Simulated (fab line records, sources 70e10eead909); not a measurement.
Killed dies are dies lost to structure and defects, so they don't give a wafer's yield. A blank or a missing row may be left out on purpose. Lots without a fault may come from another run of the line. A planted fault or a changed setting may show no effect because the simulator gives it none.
Chamber matching | flow nand_harc | NHARC_P_BONDPAD_CMP_19 on cmp-03: 4 sister chambers
The step polishes, t overpolish 30 s, cu recess touch 16 s, target thk 160.81 nm. 8 wafers are shown with their chamber, then 12 later ones without.

WAFERS WITH THEIR CHAMBER
wafer  | chamber | motor_current_A (A) | slurry_filter_dp_kPa (kPa)
L087.1 | 0       | 13.1                | 13.50
L088.6 | 1       | 12.9                | 13.60
L089.1 | 3       | 12.2                | 13.56
L089.3 | 0       | 13.1                | 13.51
L090.1 | 1       | 12.9                | 13.45
L091.1 | 2       | 11.5                | 13.49
L091.3 | 3       | 12.5                | 13.64
L091.5 | 2       | 11.5                | 13.57

WAFERS WITHOUT THEIR CHAMBER
wafer  | motor_current_A (A) | slurry_filter_dp_kPa (kPa)
L093.2 | 13.4                | 13.52
L093.5 | 12.8                | 13.61
L093.6 | 12.5                | 13.55
L094.2 | 12.7                | 13.59
L094.4 | 12.4                | 13.41
L094.5 | 12.2                | 13.48
L095.1 | 11.7                | 13.51
L095.3 | 12.6                | 13.47
L095.6 | 12.7                | 13.64
L096.1 | 12.9                | 13.60
L096.2 | 11.6                | 13.52
L096.3 | 12.9                | 13.39

WHICH CHAMBER EACH WENT THROUGH
wafer  | from the rows above          | in truth
L093.2 | can't be placed: 0 or 1      | 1
L093.5 | can't be placed: 1 or 0      | 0
L093.6 | 3                            | 3
L094.2 | can't be placed: 1 or 3 or 0 | 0
L094.4 | 3                            | 3
L094.5 | 3                            | 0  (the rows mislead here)
L095.1 | 2                            | 2
L095.3 | can't be placed: 1 or 3 or 0 | 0
L095.6 | can't be placed: 1 or 3 or 0 | 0
L096.1 | can't be placed: 1 or 0      | 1
L096.2 | 2                            | 2
L096.3 | can't be placed: 1 or 0      | 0
Placed correctly: 4 of 12. Can't be placed from these rows: 7 (the true chamber is among the candidates in 7). Placed wrongly: 1.
How it was worked out, from the rows above alone: a wafer's distance from a chamber is the root of the sum, over the readings, of the square of ((its reading less the chamber's mean) divided by the reading's scatter). The wafer belongs to the nearest chamber; if the next one is less than 2 further off, it can't be placed. A chamber's mean is the mean of its shown wafers. The scatter: the root of (the sum of the squares of (reading less its chamber's mean) over the shown wafers, divided by (wafers less chambers)).
